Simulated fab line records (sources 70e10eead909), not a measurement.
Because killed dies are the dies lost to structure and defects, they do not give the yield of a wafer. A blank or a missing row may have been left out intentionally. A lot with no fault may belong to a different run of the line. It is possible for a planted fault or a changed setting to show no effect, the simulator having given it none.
fab line records	flow nand-harc
record: lots: 12	wafers: 36	last-day: 24
route steps=1159 shown P_ZERO_WELL@29 P_STI@104 P_GATE@132 END@1159
lots untouched by any fault: they come from a run of this same line in which no faults occurred
start-h: hours from the record's first day to the start of the lot's first wafer shown	wait-h: hours elapsed since this lot's preceding step	" unchanged from the row above	L1.1+2: a row that stands for several wafers	- no value, or no start was given	* or withheld: withheld	< > ~ a bound
route shown NAME@n: NAME is a module with steps in the file, n the number in the route of the first one	usual: mean and standard deviation over wafers with no fault	same: alike in all rows	chamber/n: place in a boat	sites: per-site readings	_std_site: standard deviation of those values	_edge_site: outer sites' mean less inner sites'	radius-mm: how far each site lies from the wafer's centre	mask NAME#n: copy n	behind: the last tool/chamber to shape the wafer	hold: why the lot was held/for how many hours/how that ended	device: the transistor (n, p or np) that didn't switch	end of line: tests of these same wafers at the route's end	step lacking rows: just its recipe	killed: the dies lost at the first sort to structure and to defects; this is not the yield of the wafer	map: per-die view of a wafer (x killed, . not killed, _ where there is no die)
set.NAME: the setting as run; set.NAME@STEP: as run at that earlier step	model.NAME: the simulator's own value behind a step, which no gauge read
the route's steps for a sample of lots (tables are steps, rows are wafers)
services: from which hour (start-h, from the record's first day; less than 0 if before it) a tool's chamber was out of use, for how many hours, and why
== steps ==
step: NHARC_P_ZERO_WELL_CD_MEAS_24
recipe: target-cd-nm: 720	landing-energy-ev: 500
usual: cd-nm: 720.2/1.4
lot.wafer	tool	chamber	start-h	wait-h	cd-nm
L687.2	cd-sem-02	0	14.33	-	720.0
L687.5	"	0	"	"	720.5
L687.6	"	0	"	"	720.6
L689.1	cd-sem-01	0	26.45	-	720.3
L689.2	"	0	"	"	720.0
L689.5	"	0	"	"	717.9
L690.1	cd-sem-03	0	32.59	-	720.7
L690.3	"	0	"	"	720.3
L690.4	"	0	"	"	718.1
L694.1	cd-sem-01	0	56.62	-	720.5
L694.4	"	0	"	"	718.8
L694.5	"	0	"	"	719.2
L695.2	cd-sem-02	0	62.63	-	721.1
L695.3	"	0	"	"	721.2
L695.4	"	0	"	"	719.4
L696.1	cd-sem-02	0	68.49	-	723.1
L696.2	"	0	"	"	723.5
L696.6	"	0	"	"	721.4
L700.1	cd-sem-01	0	93.05	-	721.8
L700.2	"	0	"	"	720.9
L700.4	"	0	"	"	719.0
L701.1	cd-sem-01	0	98.98	-	721.5
L701.4	"	0	"	"	720.5
L701.6	"	0	"	"	720.8
L705.1	cd-sem-02	0	122.58	-	717.3
L705.3	"	0	"	"	718.1
L705.6	"	0	"	"	719.3
L706.1	cd-sem-02	0	128.37	-	716.7
L706.2	"	0	"	"	717.8
L706.6	"	0	"	"	718.3
L708.2	cd-sem-03	0	140.59	-	721.1
L708.3	"	0	"	"	720.7
L708.6	"	0	"	"	718.9
L710.1	cd-sem-02	0	152.45	-	722.3
L710.2	"	0	"	"	721.7
L710.4	"	0	"	"	721.6
step: NHARC_P_STI_STRIP_24
recipe: temp-c: 160	chemistry: H3PO4	material: Si3N4
lot.wafer	tool	chamber	start-h	wait-h
L687.5+6+2	wet-bench-04	6,0,2	57.12	0.0
L689.1+5+2	wet-bench-04	3,5,7	70.02	0.0
L690.3+1+4	wet-bench-07	5,6,7	70.10	0.0
L694.5+4+1	wet-bench-04	3,4,5	99.78	0.0
L695.3+4+2	wet-bench-04	5,7,0	105.60	0.0
L696.2+6+1	wet-bench-04	3,4,5	111.84	0.0
L700.1+2+4	wet-bench-04	0,2,4	137.26	0.0
L701.6+4+1	wet-bench-04	7,2,3	142.99	0.0
L706.2+1+6	wet-bench-07	5,6,1	167.02	0.0
L705.1+3+6	wet-bench-05	6,7,0	167.03	0.0
L708.3+2+6	wet-bench-05	0,1,2	179.08	0.0
L710.4+1+2	wet-bench-05	3,4,5	192.78	0.0
step: NHARC_P_STI_INSPECT_25
usual: raw-defect-count: 224/76
lot.wafer	tool	chamber	start-h	wait-h	raw-defect-count
L687.2	defect-inspect-02	-	62.76	0.4	291
L687.5	"	-	"	"	493
L687.6	"	-	"	"	398
L690.1	defect-inspect-02	-	78.10	0.4	274
L690.3	"	-	"	"	238
L690.4	"	-	"	"	233
L689.1	defect-inspect-01	-	78.10	0.4	233
L689.2	"	-	"	"	248
L689.5	"	-	"	"	285
L694.1	defect-inspect-02	-	108.93	0.4	176
L694.4	"	-	"	"	112
L694.5	"	-	"	"	155
L696.1	defect-inspect-02	-	118.91	0.4	592
L696.2	"	-	"	"	667
L696.6	"	-	"	"	656
L695.2	defect-inspect-01	-	118.91	0.4	275
L695.3	"	-	"	"	395
L695.4	"	-	"	"	186
L700.1	defect-inspect-01	-	146.34	0.4	666
L700.2	"	-	"	"	606
L700.4	"	-	"	"	595
L701.1	defect-inspect-02	-	152.85	0.4	586
L701.4	"	-	"	"	553
L701.6	"	-	"	"	566
L706.1	defect-inspect-02	-	175.11	0.4	227
L706.2	"	-	"	"	139
L706.6	"	-	"	"	134
L705.1	defect-inspect-01	-	175.11	0.4	162
L705.3	"	-	"	"	303
L705.6	"	-	"	"	209
L708.2	defect-inspect-01	-	187.18	0.4	175
L708.3	"	-	"	"	243
L708.6	"	-	"	"	154
L710.1	defect-inspect-02	-	202.46	0.4	330
L710.2	"	-	"	"	160
L710.4	"	-	"	"	204
step: NHARC_P_GATE_DEP_103
recipe: target-thk-a: 300	target-thk-nm: 30	temp-c: 400	flow-sccm: 200	rf-w: 350	material: SiON
usual: heater-power-w: 753/94
lot.wafer	tool	chamber	start-h	wait-h	heater-power-w
L687.2	pecvd-03	2	84.94	0.4	826
L687.6	"	2	"	"	806
L687.5	"	1	"	"	823
L690.1	pecvd-01	1	99.87	0.6	722
L690.3	"	0	"	"	682
L690.4	"	2	"	"	745
L689.2	pecvd-03	1	99.89	0.5	847
L689.1	"	0	"	"	554
L689.5	"	0	"	"	545
L694.1	pecvd-03	0	134.00	0.6	590
L694.4	"	1	"	"	827
L694.5	"	2	"	"	846
L695.2	pecvd-03	0	139.99	0.4	640
L695.3	"	1	"	"	799
L695.4	"	1	"	"	789
L696.2	pecvd-01	0	139.99	0.5	800
L696.1	"	2	"	"	729
L696.6	"	0	"	"	793
L700.1	pecvd-03	2	167.93	0.6	713
L700.2	"	1	"	"	845
L700.4	"	1	"	"	865
L701.1	pecvd-03	1	177.86	0.6	895
L701.4	"	1	"	"	725
L701.6	"	2	"	"	742
L706.2	pecvd-03	1	198.67	0.7	761
L706.1	"	0	"	"	655
L706.6	"	0	"	"	649
L705.3	pecvd-02	2	198.73	0.6	996
L705.1	"	0	"	"	707
L705.6	"	2	"	"	1006
L708.2	pecvd-03	2	208.67	0.6	791
L708.3	"	0	"	"	661
L708.6	"	2	"	"	820
L710.1	pecvd-01	0	225.53	0.8	747
L710.2	"	1	"	"	821
L710.4	"	0	"	"	728
step: NHARC_P_GATE_INSPECT_28
usual: raw-defect-count: 6.0/2.6
lot.wafer	tool	chamber	start-h	wait-h	raw-defect-count
L687.2	defect-inspect-01	-	85.61	0.0	3
L687.5	"	-	"	"	7
L687.6	"	-	"	"	3
L690.1	defect-inspect-01	-	100.55	0.0	9
L690.3	"	-	"	"	9
L690.4	"	-	"	"	8
L689.1	defect-inspect-02	-	100.70	0.0	2
L689.2	"	-	"	"	5
L689.5	"	-	"	"	6
L694.1	defect-inspect-01	-	134.80	0.0	8
L694.4	"	-	"	"	2
L694.5	"	-	"	"	3
L695.2	defect-inspect-01	-	140.80	0.0	8
L695.3	"	-	"	"	13
L695.4	"	-	"	"	14
L696.1	defect-inspect-01	-	140.95	0.0	396
L696.2	"	-	"	"	370
L696.6	"	-	"	"	411
L700.1	defect-inspect-02	-	168.74	0.0	400
L700.2	"	-	"	"	399
L700.4	"	-	"	"	415
L701.1	defect-inspect-02	-	178.51	0.0	403
L701.4	"	-	"	"	437
L701.6	"	-	"	"	382
L706.1	defect-inspect-02	-	199.35	0.0	2
L706.2	"	-	"	"	3
L706.6	"	-	"	"	5
L705.1	defect-inspect-02	-	199.38	0.0	3
L705.3	"	-	"	"	10
L705.6	"	-	"	"	5
L708.2	defect-inspect-02	-	209.44	0.0	6
L708.3	"	-	"	"	8
L708.6	"	-	"	"	9
L710.1	defect-inspect-01	-	226.21	0.0	6
L710.2	"	-	"	"	8
L710.4	"	-	"	"	5
step: NHARC_P_GATE_DESCUM_31
recipe: time-s: 3	o2-flow-sccm: 200	ar-flow-sccm: 0	bias-power-w: 0	chemistry: O2
usual: drypump-motor-current-A: 5.59/0.29	oes-product-au: 1.001/0.0077	rf-vpp-V: 57.8/0.85	showerhead-plenum-p-Torr: 1.93/0.077	throttle-valve-pct: 11.311/0.0087
lot.wafer	tool	chamber	start-h	wait-h	drypump-motor-current-A	oes-product-au	rf-hours-counter-h	rf-vpp-V	showerhead-plenum-p-Torr	throttle-valve-pct
L687.2	rie-diel-02	1	85.69	0.1	5.86	0.986	39	57.5	1.92	11.318
L687.6	"	3	"	"	4.89	0.993	-	58.8	1.92	11.321
L687.5	"	0	"	"	5.65	0.997	-	58.1	2.05	11.314
L690.1	rie-diel-02	3	100.61	0.1	4.96	0.994	42	56.9	1.92	11.312
L690.3	"	0	"	"	5.65	1.009	43	60.5	2.05	11.299
L690.4	"	1	"	"	5.84	0.990	45	58.0	1.91	11.322
L689.2	rie-diel-12	2	100.77	0.1	5.88	0.998	12	56.7	1.86	11.336
L689.1	"	3	"	"	5.49	1.014	12	57.8	1.85	11.315
L689.5	"	2	"	"	5.85	1.003	-	58.4	1.86	11.310
L694.4	rie-diel-04	0	135.10	0.3	5.39	0.999	4	56.2	1.87	11.313
L694.1	"	3	"	"	5.71	1.001	4	57.2	1.99	11.317
L694.5	"	1	"	"	5.53	1.010	-	57.7	2.08	11.299
L695.3	rie-diel-12	2	140.86	0.1	5.89	0.997	20	57.8	1.85	11.300
L695.4	"	3	"	"	5.42	1.006	18	58.9	1.85	11.298
L695.2	"	1	"	"	5.78	1.001	20	58.9	1.91	11.322
L696.2	rie-diel-04	2	141.04	0.1	5.07	1.022	4	57.9	1.94	11.325
L696.1	"	3	"	"	5.76	0.998	6	57.4	1.99	11.320
L696.6	"	1	"	"	5.54	0.997	-	58.6	2.08	11.313
L700.1	rie-diel-04	0	168.80	0.1	5.40	0.994	18	58.2	1.87	11.318
L700.4	"	1	"	"	5.57	0.982	16	58.3	2.07	11.304
L700.2	"	2	"	"	5.08	1.001	18	59.1	1.94	11.314
L701.4	rie-diel-04	0	178.60	0.1	5.36	1.008	22	56.4	1.87	11.313
L701.1	"	1	"	"	5.55	1.000	20	59.1	2.07	11.314
L701.6	"	3	"	"	5.75	0.991	-	57.3	1.99	11.296
L706.2	rie-diel-12	0	199.41	0.1	5.51	1.000	33	57.8	2.01	11.306
L706.1	"	2	"	"	5.86	1.000	34	56.7	1.85	11.310
L706.6	"	0	"	"	5.53	0.997	-	57.6	2.02	11.323
L705.3	rie-diel-04	1	199.47	0.1	5.53	1.003	27	58.2	2.07	11.311
L705.1	"	2	"	"	5.07	1.017	29	56.9	1.94	11.299
L705.6	"	0	"	"	5.40	1.014	-	57.6	1.87	11.307
L708.2	rie-diel-04	1	209.72	0.3	5.55	1.002	31	57.9	2.07	11.307
L708.3	"	2	"	"	5.06	1.013	33	58.0	1.93	11.291
L708.6	"	1	"	"	5.56	1.009	-	58.6	2.07	11.311
L710.2	rie-diel-12	1	226.27	0.1	5.80	0.998	3	56.8	1.90	11.308
L710.1	"	2	"	"	5.87	0.999	2	58.2	1.85	11.315
L710.4	"	3	"	"	5.44	1.001	3	57.8	1.85	11.315
step: NHARC_P_GATE_INSPECT_68
usual: raw-defect-count: 211/73
lot.wafer	tool	chamber	start-h	wait-h	raw-defect-count
L687.2	defect-inspect-02	-	105.51	0.1	221
L687.5	"	-	"	"	483
L687.6	"	-	"	"	389
L690.1	defect-inspect-01	-	119.12	0.2	244
L690.3	"	-	"	"	190
L690.4	"	-	"	"	190
L689.1	defect-inspect-02	-	119.53	0.2	219
L689.2	"	-	"	"	222
L689.5	"	-	"	"	247
L694.1	defect-inspect-01	-	153.63	0.2	145
L694.4	"	-	"	"	125
L694.5	"	-	"	"	165
L695.2	defect-inspect-02	-	159.78	0.1	250
L695.3	"	-	"	"	413
L695.4	"	-	"	"	164
L696.1	defect-inspect-01	-	162.38	0.2	573
L696.2	"	-	"	"	559
L696.6	"	-	"	"	627
L700.1	defect-inspect-02	-	187.36	0.2	622
L700.2	"	-	"	"	554
L700.4	"	-	"	"	583
L701.1	defect-inspect-01	-	197.83	0.2	602
L701.4	"	-	"	"	565
L701.6	"	-	"	"	546
L706.1	defect-inspect-02	-	217.89	0.2	217
L706.2	"	-	"	"	163
L706.6	"	-	"	"	172
L705.1	defect-inspect-02	-	218.33	0.2	177
L705.3	"	-	"	"	326
L705.6	"	-	"	"	233
L708.2	defect-inspect-01	-	228.19	0.1	159
L708.3	"	-	"	"	218
L708.6	"	-	"	"	108
L710.1	defect-inspect-02	-	244.79	0.2	335
L710.2	"	-	"	"	160
L710.4	"	-	"	"	189
step: NHARC_END_SORT_01
recipe: temp-c: 25
usual: killed-at-array: 29/11	killed-at-other: 0.6/0.89	killed-at-periphery: 3.8/2.8	killed-dies: 33/12	killed-open: 3.5/1.9	killed-short: 1.9/1.3
same: gross-dies: 677
lot.wafer	tool	chamber	start-h	wait-h	killed-at-array	killed-at-other	killed-at-periphery	killed-dies	killed-open	killed-short
L696.1	prober-02	0	489.12	2.5	28	0	39	67	4	4
L696.2	prober-02	0	489.91	2.8	23	0	85	108	7	1
L696.6	prober-02	0	493.06	3.9	31	0	74	105	3	1
L694.1	prober-01	0	490.06	2.5	24	0	5	29	2	3
L694.4	prober-01	0	492.49	3.4	36	0	6	42	5	1
L694.5	prober-01	0	493.30	3.7	29	0	10	39	5	1
L700.1	prober-01	0	514.12	2.5	37	1	74	112	5	2
L700.2	prober-01	0	514.90	2.8	46	1	81	128	3	2
L700.4	prober-01	0	516.47	3.3	33	2	74	109	3	2
L701.1	prober-01	0	532.89	2.5	27	0	85	112	3	3
L701.4	prober-01	0	535.29	3.4	25	0	83	108	0	0
L701.6	prober-01	0	536.89	4.0	30	0	44	74	1	3
L706.1	prober-01	0	547.19	2.5	43	1	6	50	6	1
L706.2	prober-01	0	547.98	2.8	43	0	2	45	3	3
L706.6	prober-01	0	551.15	4.0	47	2	3	52	4	1
L708.2	prober-01	0	563.60	2.8	51	0	0	51	4	0
L708.3	prober-01	0	564.40	3.1	48	0	6	54	3	1
L708.6	prober-01	0	566.79	4.0	42	0	3	45	4	1
killed by level:class
L696.1 P_STI:unspecified=37 A_CHANNEL_HOLE_D1:chamber-film-flake=14 A_STAIRCASE:chamber-film-flake=3 A_CHANNEL_HOLE_D1:geometric-particle:short=2 A_WL_FILL:geometric-particle:short=2 A_M0:chamber-film-flake=2 P_CONTACT:geometric-particle:open=1 A_CHANNEL_FILL_D1:geometric-particle:open=1
L696.2 P_STI:unspecified=81 A_CHANNEL_HOLE_D1:chamber-film-flake=12 A_STAIRCASE:chamber-film-flake=4 A_ONON_D1:geometric-particle:open=2 P_GATE:geometric-particle:open=1 P_CONTACT:geometric-particle:short=1 P_M0:geometric-particle:open=1 A_CHANNEL_HOLE_D1:geometric-particle:open=1
L694.1 A_SLIT:chamber-film-flake=14 A_CHANNEL_HOLE_D1:chamber-film-flake=4 P_BONDPAD:chamber-film-flake=2 P_GATE:geometric-particle:open=1 A_ONON_D1:geometric-particle:open=1 A_CHANNEL_HOLE_D1:geometric-particle:short=1 A_WL_FILL:geometric-particle:short=1 A_M0:geometric-particle:short=1
L694.4 A_SLIT:chamber-film-flake=19 A_CHANNEL_HOLE_D1:chamber-film-flake=5 A_CONTACT:chamber-film-flake=5 A_STAIRCASE:chamber-film-flake=4 P_BONDPAD:chamber-film-flake=2 P_M0:geometric-particle:short=1 P_M0:geometric-particle:open=1 P_M1:geometric-particle:open=1
L696.6 P_STI:unspecified=71 A_CHANNEL_HOLE_D1:chamber-film-flake=18 A_STAIRCASE:chamber-film-flake=4 A_CONTACT:chamber-film-flake=3 A_WL_FILL:chamber-film-flake=2 P_GATE:geometric-particle:open=1 P_M0:geometric-particle:open=1 A_SGD_CUT:geometric-particle:short=1
L694.5 A_SLIT:chamber-film-flake=10 A_CONTACT:chamber-film-flake=6 P_BONDPAD:chamber-film-flake=5 A_STAIRCASE:chamber-film-flake=5 A_CHANNEL_HOLE_D1:chamber-film-flake=3 P_STI:chamber-film-flake=2 P_GATE:geometric-particle:open=1 P_M0:geometric-particle:open=1
L700.1 P_STI:unspecified=70 A_CHANNEL_HOLE_D1:chamber-film-flake=14 A_SLIT:chamber-film-flake=8 A_STAIRCASE:chamber-film-flake=6 A_ONON_D1:geometric-particle:open=3 A_CHANNEL_FILL_D1:geometric-particle:short=1 A_STAIRCASE:geometric-particle:open=1 A_SGD_CUT:geometric-particle:short=1
L700.2 P_STI:unspecified=77 A_CHANNEL_HOLE_D1:chamber-film-flake=19 A_SLIT:chamber-film-flake=12 A_STAIRCASE:chamber-film-flake=8 A_CONTACT:chamber-film-flake=3 P_CONTACT:geometric-particle:short=1 P_M0:geometric-particle:open=1 A_CHANNEL_FILL_D1:geometric-particle:short=1
L700.4 P_STI:unspecified=67 A_CHANNEL_HOLE_D1:chamber-film-flake=14 A_SLIT:chamber-film-flake=9 A_STAIRCASE:chamber-film-flake=4 P_GATE:chamber-film-flake=3 THIN_TSV:chamber-film-flake=2 P_M0:geometric-particle:short=1 P_M0:geometric-particle:open=1
L701.1 P_STI:unspecified=83 A_SLIT:chamber-film-flake=11 A_CONTACT:chamber-film-flake=5 A_CHANNEL_HOLE_D1:chamber-film-flake=3 A_STAIRCASE:chamber-film-flake=3 P_CONTACT:geometric-particle:open=1 A_SGD_CUT:geometric-particle:short=1 A_WL_FILL:geometric-particle:short=1
L701.4 P_STI:unspecified=83 A_SLIT:chamber-film-flake=11 A_CHANNEL_HOLE_D1:chamber-film-flake=8 A_STAIRCASE:chamber-film-flake=3 A_CONTACT:chamber-film-flake=3
L701.6 P_STI:unspecified=41 A_SLIT:chamber-film-flake=17 A_CHANNEL_HOLE_D1:chamber-film-flake=4 A_STAIRCASE:chamber-film-flake=4 A_WL_FILL:geometric-particle:short=2 A_CHANNEL_FILL_D1:geometric-particle:open=1 A_M0:geometric-particle:short=1 P_ZERO_WELL:chamber-film-flake=1
L706.1 A_CHANNEL_HOLE_D1:chamber-film-flake=19 A_SLIT:chamber-film-flake=17 P_GATE:chamber-film-flake=4 A_CONTACT:geometric-particle:open=3 P_M0:geometric-particle:open=1 A_ONON_D1:geometric-particle:open=1 A_CHANNEL_FILL_D1:geometric-particle:open=1 A_CONTACT:geometric-particle:short=1
L706.2 A_SLIT:chamber-film-flake=18 A_CHANNEL_HOLE_D1:chamber-film-flake=17 P_GATE:geometric-particle:open=1 A_CHANNEL_FILL_D1:geometric-particle:short=1 A_WL_FILL:geometric-particle:short=1 A_CONTACT:geometric-particle:open=1 A_BLC:geometric-particle:short=1 A_M0:geometric-particle:open=1
L706.6 A_CHANNEL_HOLE_D1:chamber-film-flake=21 A_SLIT:chamber-film-flake=18 P_GATE:chamber-film-flake=3 A_BLC:chamber-film-flake=3 A_CONTACT:geometric-particle:open=2 THIN_TSV:chamber-film-flake=2 A_ONON_D1:geometric-particle:open=1 A_CHANNEL_HOLE_D1:geometric-particle:short=1
L708.2 A_CHANNEL_HOLE_D1:chamber-film-flake=23 A_SLIT:chamber-film-flake=14 A_WL_FILL:chamber-film-flake=6 A_CONTACT:geometric-particle:open=2 A_STAIRCASE:chamber-film-flake=2 A_CONTACT:chamber-film-flake=2 A_ONON_D1:geometric-particle:open=1 A_BLC:geometric-particle:open=1
L708.3 A_CHANNEL_HOLE_D1:chamber-film-flake=25 A_SLIT:chamber-film-flake=12 P_STI:chamber-film-flake=3 A_WL_FILL:chamber-film-flake=3 A_CONTACT:chamber-film-flake=3 P_M0:geometric-particle:open=2 A_ZERO_WELL:chamber-film-flake=2 A_CONTACT:geometric-particle:open=1
L708.6 A_SLIT:chamber-film-flake=17 A_CHANNEL_HOLE_D1:chamber-film-flake=13 A_CONTACT:chamber-film-flake=4 A_STAIRCASE:chamber-film-flake=3 P_STI:chamber-film-flake=2 P_CONTACT:geometric-particle:open=1 A_SOURCE_PLATE:geometric-particle:short=1 A_SGD_CUT:geometric-particle:open=1
== services ==
tool	chamber	start-h	hours	kind
pecvd-01	-	56.00	13.0	pm
pecvd-01	2	86.25	6.5	repair
wet-bench-07	-	96.00	8.0	pm
pecvd-03	-	111.00	13.0	pm
pecvd-03	0	111.00	13.0	vent-cycle
pecvd-03	1	111.00	13.0	vent-cycle
pecvd-03	2	111.00	13.0	vent-cycle
rie-diel-04	-	112.09	9.0	pm
rie-diel-12	3	116.65	4.4	repair
rie-diel-04	1	121.94	9.3	repair
pecvd-03	0	124.00	-	clean
pecvd-03	1	124.00	-	clean
pecvd-03	2	124.00	-	clean
rie-diel-04	-	130.91	2.7	repair
rie-diel-12	3	146.58	16.9	repair
rie-diel-02	-	151.26	9.0	pm
pecvd-02	-	153.16	13.0	pm
wet-bench-04	-	163.20	8.0	pm
pecvd-02	-	171.64	1.1	repair
pecvd-01	2	188.40	30.7	repair
wet-bench-05	-	196.80	8.0	pm
rie-diel-12	1	198.75	4.1	repair
rie-diel-12	-	202.40	9.0	pm
rie-diel-02	1	218.06	10.4	repair
== key ==
first-sign: step: NHARC_P_STI_INSPECT_25	reading: raw-defect-count	direction: up	sigmas: 5.1	usual: 224	struck: 610
effect: step: NHARC_P_GATE_INSPECT_28	reading: raw-defect-count	direction: up	sigmas: 99+	usual: 6.0	struck: 401.4
effect: step: NHARC_P_GATE_INSPECT_68	reading: raw-defect-count	direction: up	sigmas: 5.1	usual: 211	struck: 581
effect: step: NHARC_END_SORT_01	reading: killed-at-periphery	direction: up	sigmas: 24	usual: 3.8	struck: 71
more-kills-born-at: NHARC_P_STI_STRIP_24@wet-bench-04: 610
met-at NHARC_P_STI_STRIP_24
struck-lots L696,L700,L701
tester-left-out L696,L700,L701
not-acting-at NHARC_P_ZERO_WELL_CD_MEAS_24,NHARC_P_GATE_DEP_103,NHARC_P_GATE_DESCUM_31
onset-between 105.60 111.84
fault: kind: chamber-particle-source	tool: wet-bench-04	chamber: -	onset-h: 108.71	steps: NHARC_P_STI_STRIP_24	rate-per-visit-cm2: 0.6135	end-h: 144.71
tester-left-out: of these lots the tester's yield and bins aren't shown, on N5 and GAA mostly nor the transistor test; their killed dies are dies lost to structure and defects alone, not to doping, threshold or leakage, so they don't give the yield
